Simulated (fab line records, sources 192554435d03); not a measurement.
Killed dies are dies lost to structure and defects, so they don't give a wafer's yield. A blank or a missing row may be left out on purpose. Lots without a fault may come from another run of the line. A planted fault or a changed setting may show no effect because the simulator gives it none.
Tool commonality check | flow n5_finfet | 10 lots, 30 wafers sampled

WHY IT WAS OPENED
At N5_BEOL_M4_RC_MEAS_101 the reading RS_NWELL is flagged on 3 of 10 lots. Wafers without a fault read 1037 ohm/sq, standard deviation 6.8.
Rule: a lot is flagged when every wafer of it that has a number lies more than 4 standard deviations from that mean, or none has a number. The other lots count as sound.

lot  | measured     | on        | RS_NWELL (ohm/sq), wafer by wafer | flag
L318 | day 10 20:59 | prober-02 | 1044 1030 1034                    |
L324 | day 12 13:42 | prober-02 | 1025 1027 1037                    |
L330 | day 13 09:17 | prober-02 | 959 957 946                       | FLAGGED
L328 | day 13 15:51 | prober-01 | 1036 1035 1041                    |
L325 | day 13 23:03 | prober-02 | 1038 1042 1036                    |
L334 | day 14 17:44 | prober-01 | 961 948 946                       | FLAGGED
L333 | day 15 08:42 | prober-01 | 951 959 951                       | FLAGGED
L338 | day 15 22:50 | prober-02 | 1031 1034 1033                    |
L339 | day 17 04:50 | prober-02 | 1035 1032 1031                    |
L341 | day 17 10:15 | prober-01 | 1038 1039 1034                    |
The numbers of the flagged lots are 953 ohm/sq on average: -84 ohm/sq against the usual, or -12 standard deviations.

WHICH TOOL RAN EACH LOT
The record holds 2 process steps before the reading, out of a route of 1938 steps. In each cell: the tool, then ch and the chambers that the sampled wafers went through, then the start.
lot  | flag    | N5_WELL_APT_IMPLANT_14         | N5_WELL_APT_DESCUM_30
L318 |         | implanter-02 ch 0, day 1 13:46 | rie_diel-01 ch 1,2,3, day 1 14:48
L324 |         | implanter-01 ch 0, day 3 02:26 | rie_diel-01 ch 2,3, day 3 03:33
L330 | FLAGGED | implanter-02 ch 0, day 4 13:49 | rie_diel-04 ch 1,2,3, day 4 14:58
L328 |         | implanter-01 ch 0, day 4 01:59 | rie_diel-01 ch 0,1,3, day 4 03:08
L325 |         | implanter-02 ch 0, day 3 08:03 | rie_diel-03 ch 1,3, day 3 09:08
L334 | FLAGGED | implanter-02 ch 0, day 5 14:04 | rie_diel-03 ch 1,2,3, day 5 15:10
L333 | FLAGGED | implanter-02 ch 0, day 5 08:07 | rie_diel-04 ch 0,1,2, day 5 09:16
L338 |         | implanter-01 ch 0, day 6 14:10 | rie_diel-03 ch 0,1,2, day 6 15:17
L339 |         | implanter-01 ch 0, day 6 20:01 | rie_diel-01 ch 0,1,2, day 6 21:26
L341 |         | implanter-01 ch 0, day 7 08:13 | rie_diel-04 ch 0,2,3, day 7 09:34
What these steps do:
- N5_WELL_APT_IMPLANT_14
- N5_WELL_APT_DESCUM_30: chemistry O2, time 7.9 s.
- N5_BEOL_M4_RC_MEAS_101

FLAGGED OVER TOTAL, TOOL BY TOOL (the gauges that took the reading come last)
step                   | tool         | lots run | flagged | share of the flagged lots | sound lots run after its first flagged lot
N5_WELL_APT_IMPLANT_14 | implanter-01 | 5        | 0       | none                      | -
N5_WELL_APT_IMPLANT_14 | implanter-02 | 5        | 3       | all                       | 0
N5_WELL_APT_DESCUM_30  | rie_diel-01  | 4        | 0       | none                      | -
N5_WELL_APT_DESCUM_30  | rie_diel-03  | 3        | 1       | some                      | 1 (L338)
N5_WELL_APT_DESCUM_30  | rie_diel-04  | 3        | 2       | some                      | 1 (L341)
N5_BEOL_M4_RC_MEAS_101 | prober-01    | 4        | 2       | some                      | 1 (L341)
N5_BEOL_M4_RC_MEAS_101 | prober-02    | 6        | 1       | some                      | 3 (L325,L338,L339)

WHAT THE TABLE ALLOWS
1 row of the table ran every flagged lot: implanter-02 at N5_WELL_APT_IMPLANT_14.
- implanter-02 at N5_WELL_APT_IMPLANT_14: 3 of its 5 lots flagged. Its last sound lot is L325 (day 3 08:03), its first flagged lot L330 (day 4 13:49): a fault that began between those two fits. Its own readings lie more than 4 standard deviations out on every wafer of the flagged lots: dose_ions_cm2, faraday_current_uA.
One tool is left: implanter-02 at N5_WELL_APT_IMPLANT_14.

WHAT THE SIMULATOR HAD PUT IN
Process parameter drift: implanter-02, from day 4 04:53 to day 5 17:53, at N5_WELL_APT_IMPLANT_14. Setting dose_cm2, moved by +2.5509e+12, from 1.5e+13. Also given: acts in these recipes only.
Lots struck among those shown: L330, L334, L333. The rule above found the same.
